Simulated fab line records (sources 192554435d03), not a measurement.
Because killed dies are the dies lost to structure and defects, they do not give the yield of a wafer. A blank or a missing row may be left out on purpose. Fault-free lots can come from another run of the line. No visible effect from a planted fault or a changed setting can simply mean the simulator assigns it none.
fab line records ; flow n5_finfet ; part 1 of 2: steps 1 to 4 of 6
record lots=24; wafers=72; last_day=17
route steps=1938 shown BEOL_M6@1233 BEOL_M7@1277 BEOL_M8@1332
lots untouched by any fault: they come from a run of this same line in which no faults occurred
start_h: start of the lot's first displayed wafer, in hours after the record's first day ; wait_h: time in hours since the lot's previous step ; " unchanged from the row above ; L1.1+2: a single row standing in for several wafers ; - no value, or no start was given ; * or withheld: withheld ; < > ~ a bound
route shown NAME@n: names a module that has steps shown in the file, with the first one's number in the route ; usual: the fault-free wafers' mean and standard deviation ; same: alike in all rows ; chamber/n: place in a boat ; sites: per-site readings ; _std_site: standard deviation across them ; _edge_site: the outer-site mean with the inner-site mean subtracted ; radius_mm: for every site, how far away it sits from the centre of the wafer ; mask NAME#n: copy n ; behind: the most recent tool/chamber to have shaped the wafer ; hold: what put the lot on hold/how long, in hours/how the hold closed ; device: names the non-switching transistor (n, p or np) ; end of line: tests run on the same wafers once the route is complete ; a step without rows: its recipe alone ; killed: the dies lost at the first sort to structure and to defects; this is not the yield of the wafer ; map: dies across one wafer; x = killed, . = not, _ = none there
set.NAME: setting as actually run; set.NAME@STEP: the setting as run at that earlier step ; model.NAME: the simulator's own value behind a step, which no gauge read
route steps across a sampled set of lots; one table per step, one row per wafer
services: from which hour (start_h, from the record's first day; less than 0 if before it) a tool's chamber was out of use, for how many hours, and why
## steps
# step N5_BEOL_M6_ETCH_66
# recipe chemistry=N2/H2; target=SOC; target_depth_a=800; overetch_a=160; mask_material=SiARC; temp_c=40; time_s=120; ion_energy_ev=200; pressure_mtorr=30; source_w=840; bias_w=150; n2_flow_sccm=200; h2_flow_sccm=200
# usual drypump_motor_current_A=5.7/0.31; oes_product_au=0.61/0.057; rf_vpp_V=524.4/2; showerhead_plenum_p_Torr=2.56/0.077; throttle_valve_pct=17.84/0.26
lot.wafer;tool;chamber;start_h;wait_h;drypump_motor_current_A;oes_product_au;rf_hours_counter_h;rf_vpp_V;showerhead_plenum_p_Torr;throttle_valve_pct
L074.2;rie_diel-01;2;181.82;0.0;5.9;0.53;243;519.5;2.41;18.31
L074.3;rie_diel-01;3;181.82;0.0;5.5;0.65;64;525.3;2.58;17.92
L074.4;rie_diel-01;0;181.82;0.0;5.1;0.66;35;524.2;2.63;17.89
L076.3;rie_diel-01;3;184.66;0.0;5.5;0.65;66;524.2;2.58;17.91
L076.4;rie_diel-01;3;184.66;0.0;5.5;0.64;-;524.1;2.58;17.92
L076.6;rie_diel-01;1;184.66;0.0;5.6;0.56;-;526.1;2.65;18.35
L075.1;rie_diel-01;3;189.79;0.0;5.5;0.65;69;524.1;2.57;17.91
L075.5;rie_diel-01;1;189.79;0.0;5.6;0.56;-;527.3;2.64;18.33
L075.6;rie_diel-01;2;189.79;0.0;5.9;0.52;-;519.6;2.40;18.32
L078.1;rie_diel-04;3;209.49;0.0;6.1;0.59;90;521.5;2.44;17.55
L078.5;rie_diel-04;0;209.49;0.0;6.2;0.64;-;525.0;2.59;17.65
L078.6;rie_diel-04;2;209.49;0.0;5.5;0.53;-;526.1;2.63;17.65
L077.3;rie_diel-04;3;213.82;0.0;6.2;0.60;91;522.2;2.44;17.53
L077.4;rie_diel-04;2;213.82;0.0;5.5;0.54;-;526.1;2.63;17.65
L077.6;rie_diel-04;0;213.82;0.0;6.2;0.65;-;525.6;2.59;17.66
L079.2;rie_diel-01;3;214.42;0.0;5.5;0.63;80;524.3;2.57;17.95
L079.4;rie_diel-01;2;214.42;0.0;5.8;0.76;0;528.6;2.72;17.92
L079.6;rie_diel-01;0;214.42;0.0;5.1;0.65;-;525.9;2.63;17.89
L080.4;rie_diel-06;3;230.13;0.0;6.0;0.62;-;525.2;2.55;17.62
L080.5;rie_diel-06;0;230.13;0.0;5.6;0.62;-;522.3;2.50;17.71
L080.6;rie_diel-06;2;230.13;0.0;5.7;0.62;-;525.0;2.54;17.86
L083.1;rie_diel-01;3;234.35;0.0;5.5;0.64;87;527.2;2.57;17.94
L083.3;rie_diel-01;2;234.35;0.0;5.9;0.72;8;527.6;2.72;17.94
L083.5;rie_diel-01;0;234.35;0.0;5.1;0.64;-;525.8;2.62;17.91
L081.1;rie_diel-04;2;234.50;0.0;5.5;0.53;213;525.5;2.63;17.66
L081.2;rie_diel-04;0;234.50;0.0;6.2;0.64;63;525.0;2.59;17.67
L081.5;rie_diel-04;2;234.50;0.0;5.5;0.53;-;527.4;2.63;17.67
L082.1;rie_diel-06;0;236.58;0.0;5.6;0.62;72;522.4;2.50;17.72
L082.3;rie_diel-06;2;236.58;0.0;5.7;0.61;109;524.5;2.54;17.87
L082.5;rie_diel-06;1;236.58;0.0;5.9;0.75;-;525.2;2.60;17.54
L084.3;rie_diel-06;0;247.49;0.0;5.6;0.62;75;522.7;2.50;17.73
L084.4;rie_diel-06;1;247.49;0.0;5.9;0.73;4;525.3;2.59;17.55
L084.5;rie_diel-06;0;247.49;0.0;5.6;0.62;-;521.3;2.50;17.72
L085.1;rie_diel-04;1;247.68;0.0;5.4;0.53;234;522.4;2.50;17.64
L085.4;rie_diel-04;0;247.68;0.0;6.2;0.63;67;525.3;2.59;17.67
L085.5;rie_diel-04;1;247.68;0.0;5.4;0.53;-;524.1;2.50;17.61
L086.2;rie_diel-06;1;261.59;0.0;5.9;0.72;9;525.9;2.59;17.56
L086.5;rie_diel-06;2;261.59;0.0;5.7;0.61;-;524.5;2.54;17.87
L086.6;rie_diel-06;1;261.59;0.0;5.9;0.71;-;526.3;2.59;17.55
L088.2;rie_diel-06;3;262.48;0.0;6.1;0.61;130;523.8;2.55;17.66
L088.4;rie_diel-06;2;262.48;0.0;5.7;0.61;117;522.6;2.54;17.89
L088.6;rie_diel-06;0;262.48;0.0;5.5;0.61;-;522.5;2.50;17.73
L087.1;rie_diel-06;1;274.73;0.0;6.0;0.71;14;525.3;2.59;17.55
L087.4;rie_diel-06;2;274.73;0.0;5.7;0.60;121;524.4;2.53;17.90
L087.5;rie_diel-06;0;274.73;0.0;5.5;0.61;-;520.4;2.49;17.73
L090.3;rie_diel-01;1;278.46;0.0;5.6;0.54;233;526.1;2.63;18.41
L090.5;rie_diel-01;2;278.46;0.0;5.9;0.69;-;526.5;2.71;17.98
L090.6;rie_diel-01;1;278.46;0.0;5.6;0.54;-;526.5;2.63;18.44
L092.3;rie_diel-01;3;280.66;0.0;5.5;0.61;103;524.5;2.56;17.98
L092.4;rie_diel-01;1;280.66;0.0;5.6;0.55;234;525.4;2.63;18.41
L092.5;rie_diel-01;1;280.66;0.0;5.6;0.54;-;525.1;2.63;18.43
L089.2;rie_diel-01;3;281.09;0.0;5.5;0.61;104;523.9;2.56;17.97
L089.4;rie_diel-01;2;281.09;0.0;5.8;0.68;24;529.0;2.71;17.97
L089.6;rie_diel-01;3;281.09;0.0;5.6;0.61;-;524.1;2.56;17.98
L091.1;rie_diel-01;0;289.24;0.0;5.2;0.62;74;524.0;2.61;17.95
L091.2;rie_diel-01;2;289.24;0.0;5.9;0.68;28;528.0;2.71;17.96
L091.6;rie_diel-01;3;289.24;0.0;5.5;0.62;-;524.6;2.56;17.97
L093.2;rie_diel-04;3;302.36;0.0;6.2;0.58;123;521.3;2.43;17.59
L093.4;rie_diel-04;3;302.36;0.0;6.1;0.57;-;522.1;2.43;17.59
L093.5;rie_diel-04;1;302.36;0.0;5.4;0.51;-;523.2;2.49;17.67
L095.1;rie_diel-06;2;304.89;0.0;5.7;0.59;132;524.2;2.53;17.90
L095.4;rie_diel-06;1;304.89;0.0;5.9;0.69;25;525.7;2.59;17.59
L095.5;rie_diel-06;0;304.89;0.0;5.5;0.61;-;522.7;2.49;17.76
L094.1;rie_diel-04;3;308.70;0.0;6.1;0.58;126;520.3;2.43;17.59
L094.2;rie_diel-04;0;308.70;0.0;6.2;0.62;85;524.7;2.58;17.69
L094.4;rie_diel-04;2;308.70;0.0;5.5;0.51;-;525.3;2.62;17.71
L097.1;rie_diel-04;0;323.67;0.0;6.2;0.62;90;524.1;2.58;17.71
L097.2;rie_diel-04;1;323.67;0.0;5.4;0.73;2;522.2;2.49;17.27
L097.6;rie_diel-04;3;323.67;0.0;6.2;0.57;-;521.0;2.43;17.62
L096.1;rie_diel-06;3;323.85;0.0;6.1;0.59;151;524.4;2.54;17.69
L096.2;rie_diel-06;1;323.85;0.0;5.9;0.68;32;525.1;2.58;17.58
L096.3;rie_diel-06;0;323.85;0.0;5.6;0.60;102;521.3;2.49;17.78
# step N5_BEOL_M6_TRENCH_ETCH_37
# recipe chemistry=C4F6/O2; target_depth_a=944.35; target=SiCOH_lowk; time_s=31.5; ion_energy_ev=250; pressure_mtorr=30; source_w=345; bias_w=185; Ar_flow_sccm=300; C4F6_flow_sccm=10; O2_flow_sccm=10
# usual O2_flow_sccm=9.996/0.028; drypump_motor_current_A=5.7/0.31; oes_product_au=0.79/0.08; rf_vpp_V=670/22; showerhead_plenum_p_Torr=2.86/0.077; throttle_valve_pct=20.92/0.28
lot.wafer;tool;chamber;start_h;wait_h;O2_flow_sccm;drypump_motor_current_A;oes_product_au;rf_hours_counter_h;rf_vpp_V;showerhead_plenum_p_Torr;throttle_valve_pct
L074.2;rie_diel-01;2;-;-;10.025;5.8;0.67;243;658;2.73;21.61
L074.3;rie_diel-01;3;-;-;9.988;5.5;0.84;65;684;2.85;20.88
L074.4;rie_diel-01;0;-;-;9.978;5.1;0.88;35;646;2.88;20.66
L076.3;rie_diel-01;3;-;-;9.933;5.6;0.84;66;684;2.85;20.89
L076.4;rie_diel-01;3;-;-;9.965;5.5;0.85;-;683;2.85;20.89
L076.6;rie_diel-01;1;-;-;10.023;5.6;0.73;-;683;2.91;21.14
L075.1;rie_diel-01;3;-;-;9.994;5.5;0.85;69;684;2.85;20.88
L075.5;rie_diel-01;1;-;-;9.972;5.6;0.73;-;683;2.91;21.15
L075.6;rie_diel-01;2;-;-;10.038;5.9;0.67;-;656;2.73;21.60
L078.1;rie_diel-04;3;-;-;9.994;6.2;0.79;90;672;2.79;20.94
L078.5;rie_diel-04;0;-;-;10.036;6.2;0.86;-;691;2.88;20.59
L078.6;rie_diel-04;2;-;-;9.989;5.5;0.71;-;637;2.93;20.72
L077.3;rie_diel-04;3;-;-;10.046;6.2;0.78;91;672;2.79;20.92
L077.4;rie_diel-04;2;-;-;9.968;5.5;0.71;-;638;2.93;20.71
L077.6;rie_diel-04;0;-;-;9.952;6.2;0.87;-;691;2.88;20.60
L079.2;rie_diel-01;3;-;-;10.020;5.6;0.82;80;683;2.85;20.89
L079.4;rie_diel-01;2;-;-;10.054;5.9;0.97;0;668;3.07;21.29
L079.6;rie_diel-01;0;-;-;9.972;5.1;0.86;-;644;2.87;20.70
L080.4;rie_diel-06;3;-;-;9.988;6.1;0.80;-;637;2.86;20.78
L080.5;rie_diel-06;0;-;-;10.037;5.6;0.80;-;710;2.77;20.51
L080.6;rie_diel-06;2;-;-;10.026;5.7;0.81;-;670;2.89;21.24
L083.1;rie_diel-01;3;-;-;10.036;5.6;0.81;87;684;2.84;20.90
L083.3;rie_diel-01;2;-;-;9.973;5.8;0.94;8;668;3.07;21.32
L083.5;rie_diel-01;0;-;-;9.980;5.1;0.85;-;646;2.87;20.72
L081.1;rie_diel-04;2;-;-;10.035;5.5;0.70;213;637;2.93;20.74
L081.2;rie_diel-04;0;-;-;9.967;6.2;0.86;63;691;2.88;20.61
L081.5;rie_diel-04;2;-;-;9.995;5.5;0.70;-;639;2.93;20.72
L082.1;rie_diel-06;0;-;-;10.013;5.5;0.80;72;710;2.77;20.51
L082.3;rie_diel-06;2;-;-;9.996;5.7;0.82;109;671;2.88;21.25
L082.5;rie_diel-06;1;-;-;10.003;5.9;1.02;-;656;2.94;20.95
L084.3;rie_diel-06;0;-;-;10.013;5.6;0.80;75;712;2.77;20.52
L084.4;rie_diel-06;1;-;-;10.046;5.9;1.00;4;657;2.94;20.95
L084.5;rie_diel-06;0;-;-;10.009;5.6;0.80;-;711;2.77;20.51
L085.1;rie_diel-04;3;-;-;9.985;6.2;0.77;103;671;2.78;20.95
L085.4;rie_diel-04;2;-;-;9.930;5.5;0.70;-;638;2.93;20.73
L085.5;rie_diel-04;3;-;-;10.009;6.2;0.77;-;670;2.78;20.96
L086.2;rie_diel-06;1;-;-;10.021;5.9;0.97;9;657;2.94;20.96
L086.5;rie_diel-06;2;-;-;10.001;5.7;0.80;-;672;2.88;21.25
L086.6;rie_diel-06;1;-;-;9.987;5.9;0.95;-;658;2.94;20.95
L088.2;rie_diel-06;3;-;-;9.994;6.1;0.79;130;637;2.86;20.80
L088.4;rie_diel-06;2;-;-;10.012;5.7;0.81;117;670;2.88;21.25
L088.6;rie_diel-06;0;-;-;9.924;5.6;0.80;-;710;2.76;20.52
L087.1;rie_diel-06;1;-;-;9.988;5.9;0.96;14;655;2.93;20.97
L087.4;rie_diel-06;2;-;-;9.988;5.7;0.80;121;670;2.88;21.25
L087.5;rie_diel-06;0;-;-;9.957;5.6;0.78;-;710;2.76;20.54
L090.3;rie_diel-01;1;-;-;9.973;5.6;0.70;233;682;2.89;21.19
L090.5;rie_diel-01;2;-;-;10.023;5.9;0.89;-;667;3.06;21.33
L090.6;rie_diel-01;1;-;-;9.968;5.6;0.70;-;683;2.89;21.19
L092.3;rie_diel-01;3;-;-;10.003;5.6;0.79;103;683;2.83;20.93
L092.4;rie_diel-01;1;-;-;9.987;5.6;0.69;234;682;2.89;21.20
L092.5;rie_diel-01;1;-;-;10.004;5.6;0.70;-;684;2.89;21.19
L089.2;rie_diel-01;3;-;-;9.946;5.5;0.79;104;684;2.83;20.94
L089.4;rie_diel-01;2;-;-;10.002;5.9;0.89;24;667;3.06;21.34
L089.6;rie_diel-01;3;-;-;9.966;5.5;0.79;-;685;2.83;20.94
L091.1;rie_diel-01;0;-;-;9.959;5.1;0.82;74;646;2.86;20.73
L091.2;rie_diel-01;2;-;-;9.974;5.9;0.88;28;667;3.06;21.35
L091.6;rie_diel-01;3;-;-;10.000;5.5;0.80;-;682;2.83;20.96
L093.2;rie_diel-04;3;-;-;10.017;6.2;0.75;123;670;2.77;20.97
L093.4;rie_diel-04;3;-;-;9.974;6.1;0.75;-;671;2.77;20.98
L093.5;rie_diel-04;1;-;-;9.991;5.4;0.67;-;686;2.81;20.90
L095.1;rie_diel-06;2;-;-;10.012;5.7;0.79;132;671;2.87;21.28
L095.4;rie_diel-06;1;-;-;10.034;5.9;0.92;25;656;2.93;20.97
L095.5;rie_diel-06;0;-;-;9.986;5.6;0.78;-;709;2.76;20.55
L094.1;rie_diel-04;3;-;-;10.003;6.1;0.75;127;670;2.77;20.99
L094.2;rie_diel-04;0;-;-;10.045;6.2;0.83;85;693;2.87;20.62
L094.4;rie_diel-04;2;-;-;10.016;5.5;0.68;-;639;2.92;20.76
L097.1;rie_diel-04;0;-;-;10.015;6.2;0.80;90;689;2.86;20.64
L097.2;rie_diel-04;1;-;-;10.004;5.4;0.95;2;685;2.81;20.56
L097.6;rie_diel-04;3;-;-;9.975;6.2;0.73;-;669;2.77;21.01
L096.1;rie_diel-06;3;-;-;9.996;6.1;0.76;151;638;2.85;20.83
L096.2;rie_diel-06;1;-;-;9.952;5.9;0.91;32;655;2.93;21.00
L096.3;rie_diel-06;0;-;-;10.004;5.6;0.76;102;709;2.76;20.56
# step N5_BEOL_M6_ANNEAL_51
# recipe temp_c=225; time_s=90; ambient=N2
# usual wafer_temp_C_max=225.82/0.25
lot.wafer;tool;chamber;start_h;wait_h;wafer_temp_C_max
L074.2;rtp_anneal-02;0;184.61;0.6;225.88
L074.3;rtp_anneal-02;0;184.61;0.6;225.98
L074.4;rtp_anneal-02;0;184.61;0.6;225.83
L076.3;rtp_anneal-01;0;187.69;0.1;225.58
L076.4;rtp_anneal-01;0;187.69;0.1;225.70
L076.6;rtp_anneal-01;0;187.69;0.1;225.51
L075.1;rtp_anneal-01;0;191.92;0.4;225.75
L075.5;rtp_anneal-01;0;191.92;0.4;226.03
L075.6;rtp_anneal-01;0;191.92;0.4;226.42
L078.1;rtp_anneal-02;0;211.23;0.1;225.40
L078.5;rtp_anneal-02;0;211.23;0.1;225.68
L078.6;rtp_anneal-02;0;211.23;0.1;225.80
L077.3;rtp_anneal-01;0;216.49;0.8;226.22
L077.4;rtp_anneal-01;0;216.49;0.8;226.31
L077.6;rtp_anneal-01;0;216.49;0.8;225.88
L079.2;rtp_anneal-02;0;216.75;0.6;225.77
L079.4;rtp_anneal-02;0;216.75;0.6;225.81
L079.6;rtp_anneal-02;0;216.75;0.6;225.96
L080.4;rtp_anneal-02;0;233.39;0.8;225.49
L080.5;rtp_anneal-02;0;233.39;0.8;225.70
L080.6;rtp_anneal-02;0;233.39;0.8;225.70
L083.1;rtp_anneal-01;0;236.59;0.2;225.94
L083.3;rtp_anneal-01;0;236.59;0.2;226.02
L083.5;rtp_anneal-01;0;236.59;0.2;226.21
L081.1;rtp_anneal-01;0;236.86;0.4;226.65
L081.2;rtp_anneal-01;0;236.86;0.4;225.87
L081.5;rtp_anneal-01;0;236.86;0.4;225.63
L082.1;rtp_anneal-01;0;241.39;0.1;225.63
L082.3;rtp_anneal-01;0;241.39;0.1;226.31
L082.5;rtp_anneal-01;0;241.39;0.1;226.14
L085.1;rtp_anneal-02;0;250.32;0.7;225.81
L085.4;rtp_anneal-02;0;250.32;0.7;225.40
L085.5;rtp_anneal-02;0;250.32;0.7;225.61
L084.3;rtp_anneal-01;0;250.63;0.9;225.88
L084.4;rtp_anneal-01;0;250.63;0.9;225.76
L084.5;rtp_anneal-01;0;250.63;0.9;225.86
L086.2;rtp_anneal-01;0;264.55;0.7;225.83
L086.5;rtp_anneal-01;0;264.55;0.7;225.97
L086.6;rtp_anneal-01;0;264.55;0.7;225.78
L088.2;rtp_anneal-02;0;264.57;0.4;226.06
L088.4;rtp_anneal-02;0;264.57;0.4;226.02
L088.6;rtp_anneal-02;0;264.57;0.4;225.50
L087.1;rtp_anneal-02;0;277.45;0.1;226.00
L087.4;rtp_anneal-02;0;277.45;0.1;226.04
L087.5;rtp_anneal-02;0;277.45;0.1;225.88
L090.3;rtp_anneal-02;0;282.37;0.6;225.93
L090.5;rtp_anneal-02;0;282.37;0.6;225.63
L090.6;rtp_anneal-02;0;282.37;0.6;226.05
L092.3;rtp_anneal-01;0;283.09;0.2;225.98
L092.4;rtp_anneal-01;0;283.09;0.2;225.98
L092.5;rtp_anneal-01;0;283.09;0.2;226.01
L089.2;rtp_anneal-02;0;283.49;0.2;225.62
L089.4;rtp_anneal-02;0;283.49;0.2;225.91
L089.6;rtp_anneal-02;0;283.49;0.2;225.82
L091.1;rtp_anneal-02;0;290.98;0.1;225.86
L091.2;rtp_anneal-02;0;290.98;0.1;225.76
L091.6;rtp_anneal-02;0;290.98;0.1;225.53
L093.2;rtp_anneal-02;0;305.73;0.1;225.84
L093.4;rtp_anneal-02;0;305.73;0.1;225.82
L093.5;rtp_anneal-02;0;305.73;0.1;225.83
L095.1;rtp_anneal-01;0;307.13;0.2;225.97
L095.4;rtp_anneal-01;0;307.13;0.2;225.99
L095.5;rtp_anneal-01;0;307.13;0.2;225.82
L094.1;rtp_anneal-02;0;310.95;0.5;225.69
L094.2;rtp_anneal-02;0;310.95;0.5;225.60
L094.4;rtp_anneal-02;0;310.95;0.5;225.37
L097.1;rtp_anneal-01;0;326.12;0.5;225.89
L097.2;rtp_anneal-01;0;326.12;0.5;226.02
L097.6;rtp_anneal-01;0;326.12;0.5;226.15
L096.1;rtp_anneal-02;0;326.46;0.5;225.62
L096.2;rtp_anneal-02;0;326.46;0.5;225.56
L096.3;rtp_anneal-02;0;326.46;0.5;225.72
# step N5_BEOL_M7_OVL_MEAS_12
# recipe points_per_wafer=44
# usual M7_OVL=0.0/0.77
lot.wafer;tool;chamber;start_h;wait_h;M7_OVL[nm]
L074.2;overlay-02;0;187.81;0.0;-0.8
L074.3;overlay-02;0;187.81;0.0;-0.2
L074.4;overlay-02;0;187.81;0.0;-0.7
L076.3;overlay-01;0;190.59;0.0;1.5
L076.4;overlay-01;0;190.59;0.0;0.5
L076.6;overlay-01;0;190.59;0.0;0.0
L075.1;overlay-01;0;195.01;0.0;-0.6
L075.5;overlay-01;0;195.01;0.0;-0.9
L075.6;overlay-01;0;195.01;0.0;-0.3
L078.1;overlay-01;0;214.58;0.0;-0.2
L078.5;overlay-01;0;214.58;0.0;-0.3
L078.6;overlay-01;0;214.58;0.0;-1.8
L077.3;overlay-02;0;220.24;0.0;-0.7
L077.4;overlay-02;0;220.24;0.0;0.0
L077.6;overlay-02;0;220.24;0.0;0.0
L079.2;overlay-01;0;220.64;0.0;0.0
L079.4;overlay-01;0;220.64;0.0;0.4
L079.6;overlay-01;0;220.64;0.0;-0.6
L080.4;overlay-01;0;236.14;0.0;1.0
L080.5;overlay-01;0;236.14;0.0;0.5
L080.6;overlay-01;0;236.14;0.0;1.2
L083.1;overlay-01;0;241.66;0.0;-0.2
L083.3;overlay-01;0;241.66;0.0;-0.7
L083.5;overlay-01;0;241.66;0.0;0.3
L081.1;overlay-01;0;241.88;0.0;-0.2
L081.2;overlay-01;0;241.88;0.0;0.2
L081.5;overlay-01;0;241.88;0.0;-1.0
L082.1;overlay-02;0;245.39;0.0;-0.6
L082.3;overlay-02;0;245.39;0.0;-1.1
L082.5;overlay-02;0;245.39;0.0;-0.4
L085.1;overlay-02;0;253.35;0.0;0.8
L085.4;overlay-02;0;253.35;0.0;0.9
L085.5;overlay-02;0;253.35;0.0;0.9
L084.3;overlay-02;0;253.65;0.0;0.8
L084.4;overlay-02;0;253.65;0.0;-0.2
L084.5;overlay-02;0;253.65;0.0;1.7
L086.2;overlay-02;0;267.08;0.0;0.0
L086.5;overlay-02;0;267.08;0.0;-0.5
L086.6;overlay-02;0;267.08;0.0;0.5
L088.2;overlay-02;0;268.86;0.0;-0.4
L088.4;overlay-02;0;268.86;0.0;-0.1
L088.6;overlay-02;0;268.86;0.0;-0.7
L087.1;overlay-02;0;281.11;0.0;1.8
L087.4;overlay-02;0;281.11;0.0;0.5
L087.5;overlay-02;0;281.11;0.0;0.7
L090.3;overlay-01;0;286.04;0.0;-1.4
L090.5;overlay-01;0;286.04;0.0;-2.2
L090.6;overlay-01;0;286.04;0.0;-0.2
L092.3;overlay-01;0;286.36;0.0;1.1
L092.4;overlay-01;0;286.36;0.0;0.6
L092.5;overlay-01;0;286.36;0.0;-1.1
L089.2;overlay-01;0;286.40;0.0;-0.3
L089.4;overlay-01;0;286.40;0.0;-1.0
L089.6;overlay-01;0;286.40;0.0;-0.4
L091.1;overlay-01;0;293.50;0.0;-0.5
L091.2;overlay-01;0;293.50;0.0;1.6
L091.6;overlay-01;0;293.50;0.0;1.7
L093.2;overlay-01;0;309.07;0.0;-0.2
L093.4;overlay-01;0;309.07;0.0;-0.8
L093.5;overlay-01;0;309.07;0.0;0.2
L095.1;overlay-01;0;309.62;0.0;-1.2
L095.4;overlay-01;0;309.62;0.0;0.5
L095.5;overlay-01;0;309.62;0.0;-1.2
L094.1;overlay-01;0;313.65;0.0;-0.3
L094.2;overlay-01;0;313.65;0.0;1.0
L094.4;overlay-01;0;313.65;0.0;0.7
L097.1;overlay-02;0;330.92;0.0;0.1
L097.2;overlay-02;0;330.92;0.0;0.0
L097.6;overlay-02;0;330.92;0.0;-0.5
L096.1;overlay-01;0;331.26;0.0;-0.8
L096.2;overlay-01;0;331.26;0.0;-0.1
L096.3;overlay-01;0;331.26;0.0;-0.3
